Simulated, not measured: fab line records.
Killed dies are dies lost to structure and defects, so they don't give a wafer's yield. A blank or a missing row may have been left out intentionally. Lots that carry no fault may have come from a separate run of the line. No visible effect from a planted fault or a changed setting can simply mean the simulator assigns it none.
fab line records | flow nandHarc
[record] lots = 10 wafers = 30 lastDay = 33
route steps=1302 shown P_M1@302 P_M2@325
lots untouched by any fault: they come from a run of this same line in which no faults occurred
startH: hours from the record's first day to the start of the lot's first wafer shown | waitH: hours from the lot's prior step to this one | " the same as in the row above | L1.1+2: a single row standing in for several wafers | - value missing, or start not given | * or withheld: withheld | < > ~ a bound
route shown NAME@n: NAME is a module with steps in the file, n the number in the route of the first one | usual: mean/standard deviation taken from wafers without a fault | same: alike in all rows | chamber/n: place in a boat | sites: per-site readings | _std_site: standard deviation across them | _edge_site: mean of outer sites minus mean of inner sites | radiusMm: how far each site lies from the wafer's centre | mask NAME#n: copy n | behind: the last tool/chamber to shape the wafer | hold: why the lot went on hold/how many hours it stayed there/how the hold came to an end | device: the n, p or np transistor that did not switch | end of line: tests run on the same wafers once the route is complete | for a step that has no rows: nothing shown but its recipe | killed: at the first sort, the dies lost to defects and structure; wafer yield is something else | map: a wafer's dies, marking killed ones x, the rest . and places with no die _
set.NAME: the run value of the setting; set.NAME@STEP: its run value at that earlier step | model.NAME: the simulator's own value behind a step, which no gauge read
the route's steps for a sample of lots (tables are steps, rows are wafers)
services: when a tool's chamber went out of use (startH, in hours from the record's first day, below 0 if earlier), for how many hours, and the reason
[[steps]]
[step NHARC_P_M1_STRIP_18]
[recipe] powerW = 1000 n2FlowSccm = 150 h2FlowSccm = 150 arFlowSccm = 0 biasW = 0 chemistry = N2/H2
[usual] drypumpMotorCurrentA = 5.8/0.52 oesProductAu = 1.001/0.0078 rfFwdPowerW = 997/3.3 rfVppV = 90.8/0.97 showerheadPlenumPTorr = 2.06/0.085 throttleValvePct = 14.171/0.0082
// columns lot.wafer tool chamber startH waitH drypumpMotorCurrentA oesProductAu rfFwdPowerW rfHoursCounterH rfVppV showerheadPlenumPTorr throttleValvePct
L938.4 rieDiel-08 0 132.76 0.1 5.3 1.007 1001 29 90.2 2.06 14.169
L938.6 " 2 " " 5.0 1.008 991 - 91.9 2.10 14.161
L938.5 " 3 " " 5.9 1.014 1001 - 91.9 2.08 14.167
L939.3 rieDiel-12 3 139.25 0.1 4.6 0.997 996 4 91.5 2.20 14.178
L939.2 " 1 " " 6.0 1.011 994 3 90.8 1.94 14.177
L939.6 " 3 " " 4.6 1.000 1002 - 91.8 2.20 14.169
L942.1 rieDiel-01 3 167.11 0.1 5.8 0.989 1004 9 90.1 1.99 14.170
L942.5 " 3 " " 5.8 0.985 997 - 90.8 1.99 14.182
L942.4 " 0 " " 6.3 1.006 1002 - 90.7 2.02 14.164
L946.1 rieDiel-01 2 203.50 0.1 6.2 1.003 996 12 90.5 2.11 14.184
L946.4 " 3 " " 5.9 1.005 1001 13 90.9 1.99 14.162
L946.6 " 0 " " 6.3 1.012 1000 - 89.8 2.02 14.178
L953.2 rieDiel-01 3 286.50 0.1 5.8 0.999 995 7 90.2 1.98 14.171
L953.4 " 0 " " 6.3 0.997 998 7 90.2 2.02 14.177
L953.6 " 2 " " 6.3 1.010 1007 - 91.0 2.10 14.161
L955.2 rieDiel-08 1 297.31 0.1 5.7 0.993 998 24 88.1 1.88 14.176
L955.1 " 3 " " 6.0 1.004 995 37 91.7 2.06 14.172
L955.6 " 3 " " 5.9 0.992 997 - 90.5 2.06 14.168
L956.4 rieDiel-01 0 314.98 0.1 6.3 0.997 1001 9 90.0 2.02 14.176
L956.3 " 1 " " 5.7 1.002 1000 9 90.6 2.00 14.173
L956.5 " 3 " " 5.8 0.992 1004 - 89.9 1.98 14.172
L958.2 rieDiel-12 0 322.17 0.1 6.1 1.017 1000 2 89.8 2.09 14.160
L958.1 " 1 " " 6.0 1.007 1002 3 89.4 1.94 14.182
L958.6 " 3 " " 4.6 1.011 1000 - 93.5 2.20 14.181
L957.3 rieDiel-01 0 322.48 0.1 6.3 0.994 998 10 89.7 2.02 14.169
L957.5 " 0 " " 6.3 0.998 996 - 90.7 2.02 14.176
L957.4 " 2 " " 6.3 1.009 999 - 90.3 2.10 14.170
L961.4 rieDiel-01 2 353.43 0.1 6.3 1.004 993 12 92.6 2.10 14.167
L961.3 " 3 " " 5.8 1.007 1000 12 91.3 1.98 14.179
L961.6 " 2 " " 6.2 1.003 995 - 91.7 2.10 14.161
[step NHARC_P_M1_INSPECT_27]
[usual] rawDefectCount = 328/110
// columns lot.wafer tool chamber startH waitH rawDefectCount
L938.4 defectInspect-02 - 134.89 0.0 231
L938.5 " - " " 346
L938.6 " - " " 288
L939.2 defectInspect-02 - 141.45 0.0 410
L939.3 " - " " 323
L939.6 " - " " 484
L942.1 defectInspect-02 - 169.34 0.0 343
L942.4 " - " " 217
L942.5 " - " " 304
L946.1 defectInspect-02 - 205.64 0.0 330
L946.4 " - " " 418
L946.6 " - " " 393
L953.2 defectInspect-02 - 288.65 0.0 303
L953.4 " - " " 288
L953.6 " - " " 192
L955.1 defectInspect-01 - 299.60 0.0 310
L955.2 " - " " 267
L955.6 " - " " 380
L956.3 defectInspect-01 - 317.15 0.0 269
L956.4 " - " " 252
L956.5 " - " " 417
L958.1 defectInspect-02 - 324.33 0.0 648
L958.2 " - " " 183
L958.6 " - " " 422
L957.3 defectInspect-02 - 324.72 0.0 570
L957.4 " - " " 455
L957.5 " - " " 421
L961.3 defectInspect-01 - 355.66 0.0 345
L961.4 " - " " 285
L961.6 " - " " 224
[step NHARC_P_M2_EXPOSE_06]
[recipe] na = 1.35 targetCdNm = 170 doseMj = 80.78 maskId = P_M2
[usual] stageVelMmS = 499.97/0.25
// columns lot.wafer tool chamber startH waitH mask stageVelMmS
L938.4 arfiScanner-03 0 136.19 - P_M2#0 499.98
L938.5 " 0 " " P_M2#0 500.25
L938.6 " 0 " " P_M2#0 500.11
L939.2 arfiScanner-01 0 142.69 - P_M2#0 500.31
L939.3 " 0 " " P_M2#0 500.09
L939.6 " 0 " " P_M2#0 500.31
L942.1 arfiScanner-03 0 170.67 - P_M2#0 500.41
L942.4 " 0 " " P_M2#0 500.28
L942.5 " 0 " " P_M2#0 500.06
L946.1 arfiScanner-01 0 206.75 - P_M2#0 499.89
L946.4 " 0 " " P_M2#0 499.85
L946.6 " 0 " " P_M2#0 500.29
L953.2 arfiScanner-03 0 289.91 - P_M2#0 500.25
L953.4 " 0 " " P_M2#0 500.56
L953.6 " 0 " " P_M2#0 500.22
L955.1 arfiScanner-03 0 300.70 - P_M2#0 499.73
L955.2 " 0 " " P_M2#0 499.87
L955.6 " 0 " " P_M2#0 499.95
L956.3 arfiScanner-02 0 318.41 - P_M2#0 499.59
L956.4 " 0 " " P_M2#0 499.93
L956.5 " 0 " " P_M2#0 499.79
L958.1 arfiScanner-01 0 325.56 - P_M2#0 500.42
L958.2 " 0 " " P_M2#0 500.28
L958.6 " 0 " " P_M2#0 500.03
L957.3 arfiScanner-02 0 325.97 - P_M2#0 499.87
L957.4 " 0 " " P_M2#0 499.89
L957.5 " 0 " " P_M2#0 499.98
L961.3 arfiScanner-01 0 356.89 - P_M2#0 500.31
L961.4 " 0 " " P_M2#0 500.01
L961.6 " 0 " " P_M2#0 500.11
[step NHARC_P_M2_CD_MEAS_09]
[recipe] targetCdNm = 170 landingEnergyEv = 500
[usual] cdNm = 170.1/0.61
// columns lot.wafer tool chamber startH waitH cdNm
L938.4 cdSem-03 0 136.33 - 169.1
L938.5 " 0 " " 169.6
L938.6 " 0 " " 169.4
L939.2 cdSem-03 0 142.84 - 169.3
L939.3 " 0 " " 169.4
L939.6 " 0 " " 169.6
L942.1 cdSem-03 0 170.81 - 171.1
L942.4 " 0 " " 170.9
L942.5 " 0 " " 170.7
L946.1 cdSem-01 0 206.89 - 170.3
L946.4 " 0 " " 170.0
L946.6 " 0 " " 170.0
L953.2 cdSem-01 0 290.05 - 170.6
L953.4 " 0 " " 180.6
L953.6 " 0 " " 170.4
L955.1 cdSem-02 0 300.84 - 178.5
L955.2 " 0 " " 169.8
L955.6 " 0 " " 169.7
L956.3 cdSem-02 0 318.54 - 170.4
L956.4 " 0 " " 170.7
L956.5 " 0 " " 170.5
L958.1 cdSem-01 0 325.70 - 169.4
L958.2 " 0 " " 169.7
L958.6 " 0 " " 170.2
L957.3 cdSem-03 0 326.11 - 170.9
L957.4 " 0 " " 170.6
L957.5 " 0 " " 170.1
L961.3 cdSem-02 0 357.03 - 170.7
L961.4 " 0 " " 170.6
L961.6 " 0 " " 170.7
[step NHARC_P_M2_STRIP_18]
[recipe] powerW = 1000 n2FlowSccm = 150 h2FlowSccm = 150 arFlowSccm = 0 biasW = 0 chemistry = N2/H2
[usual] drypumpMotorCurrentA = 5.7/0.4 oesProductAu = 0.997/0.0099 rfFwdPowerW = 997.1/2.9 rfVppV = 90.7/0.95 showerheadPlenumPTorr = 2.09/0.076 throttleValvePct = 14.172/0.0091
// columns lot.wafer tool chamber startH waitH drypumpMotorCurrentA oesProductAu rfFwdPowerW rfHoursCounterH rfVppV showerheadPlenumPTorr throttleValvePct
L938.4 rieDiel-11 3 136.91 0.1 5.4 0.996 1001.4 3.5 89.4 2.03 14.173
L938.5 " 2 " " 6.3 0.981 995.6 - 90.9 1.97 14.182
L938.6 " 3 " " 5.4 0.983 998.3 - 89.9 2.04 14.176
L939.2 rieDiel-11 3 143.43 0.1 5.4 1.006 995.1 3.7 91.3 2.04 14.183
L939.3 " 0 " " 5.7 1.010 998.9 3.1 90.1 2.13 14.162
L939.6 " 0 " " 5.7 1.014 995.6 - 90.0 2.13 14.187
L942.4 rieDiel-06 2 171.40 0.1 4.6 0.987 999.8 2.4 91.2 2.17 14.165
L942.1 " 0 " " 6.1 0.992 997.9 2.6 93.5 2.18 14.189
L942.5 " 2 " " 4.6 0.991 995.8 - 90.2 2.17 14.164
L946.4 rieDiel-03 1 207.48 0.1 5.5 0.994 998.7 4.3 90.0 2.16 14.161
L946.1 " 3 " " 6.1 0.987 996.5 4.7 90.3 2.01 14.172
L946.6 " 0 " " 5.8 0.985 991.5 - 90.8 2.07 14.170
L953.2 rieDiel-03 0 290.61 0.1 5.8 0.987 998.0 0.0 90.9 2.07 14.155
L953.6 " 0 " " 5.8 1.002 995.3 - 90.5 2.07 14.184
L953.4 " 3 " " 6.1 0.999 994.9 - 91.0 2.01 14.169
L955.1 rieDiel-03 1 301.44 0.1 5.5 1.016 992.2 0.5 90.7 2.15 14.181
L955.2 " 2 " " 5.8 0.997 1002.9 0.3 91.3 2.12 14.171
L955.6 " 1 " " 5.5 1.007 994.3 - 90.3 2.15 14.170
L956.4 rieDiel-06 0 319.10 0.1 6.1 0.986 994.2 0.1 90.9 2.18 14.162
L956.3 " 3 " " 6.1 0.988 996.1 0.1 90.8 2.12 14.173
L956.5 " 1 " " 5.6 0.982 994.3 - 88.7 1.96 14.184
L958.1 rieDiel-06 0 326.35 0.1 6.1 0.980 994.3 0.4 89.7 2.18 14.175
L958.2 " 1 " " 5.6 0.987 996.7 0.4 91.3 1.96 14.190
L958.6 " 0 " " 6.1 0.980 996.9 - 91.8 2.18 14.190
L957.3 rieDiel-03 1 326.70 0.1 5.5 1.009 996.8 1.6 91.7 2.15 14.167
L957.4 " 0 " " 5.7 0.996 996.7 - 90.9 2.07 14.173
L957.5 " 2 " " 5.9 1.010 999.5 - 89.8 2.12 14.183
L961.4 rieDiel-11 1 357.61 0.1 5.4 0.995 1000.9 5.3 91.8 2.19 14.177
L961.3 " 3 " " 5.5 0.998 998.3 4.2 88.9 2.03 14.170
L961.6 " 1 " " 5.4 1.001 1001.2 - 92.5 2.19 14.177
[[services]]
// columns tool chamber startH hours kind
rieDiel-11 1 115.04 3.4 repair
rieDiel-06 - 130.20 9.0 pm
arfiScanner-03 - 130.28 0.7 repair
rieDiel-01 - 130.92 1.2 repair
rieDiel-11 1 141.06 6.7 repair
rieDiel-06 1 155.56 13.0 repair
rieDiel-01 1 160.13 15.5 repair
rieDiel-03 0 163.06 5.1 repair
rieDiel-01 1 180.69 8.6 repair
rieDiel-01 2 193.12 6.9 repair
arfiScanner-01 - 194.99 2.3 repair
arfiScanner-03 - 196.00 4.0 pm
rieDiel-01 - 203.80 9.0 pm
rieDiel-03 3 222.16 2.8 repair
arfiScanner-03 - 237.94 1.3 repair
arfiScanner-01 - 240.73 5.2 repair
arfiScanner-01 - 252.66 4.0 pm
rieDiel-03 - 281.30 9.0 pm
rieDiel-01 3 282.50 2.4 repair
rieDiel-01 1 318.02 9.3 repair
rieDiel-03 3 324.17 20.1 repair
arfiScanner-01 - 343.93 0.5 repair
rieDiel-03 0 348.35 10.6 repair
arfiScanner-01 - 355.29 0.8 repair
[[key]]
[firstSign] step = NHARC_P_M2_CD_MEAS_09 reading = cdNm direction = up sigmas = 15 usual = 170.1 struck = 179.5
effect none on later readings
metAt NHARC_P_M2_EXPOSE_06
struckLots L953,L955
struckWafers L953.4,L955.1
notActingAt NHARC_P_M1_STRIP_18,NHARC_P_M1_INSPECT_27,NHARC_P_M2_STRIP_18
onsetBetween 170.67 289.91
[fault] kind = processParameterDrift tool = arfiScanner-03 chamber = - onsetH = 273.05 steps = NHARC_P_M2_EXPOSE_06 channel = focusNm offset = 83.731 shape = step endH = 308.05 scope = struckWafersOnly
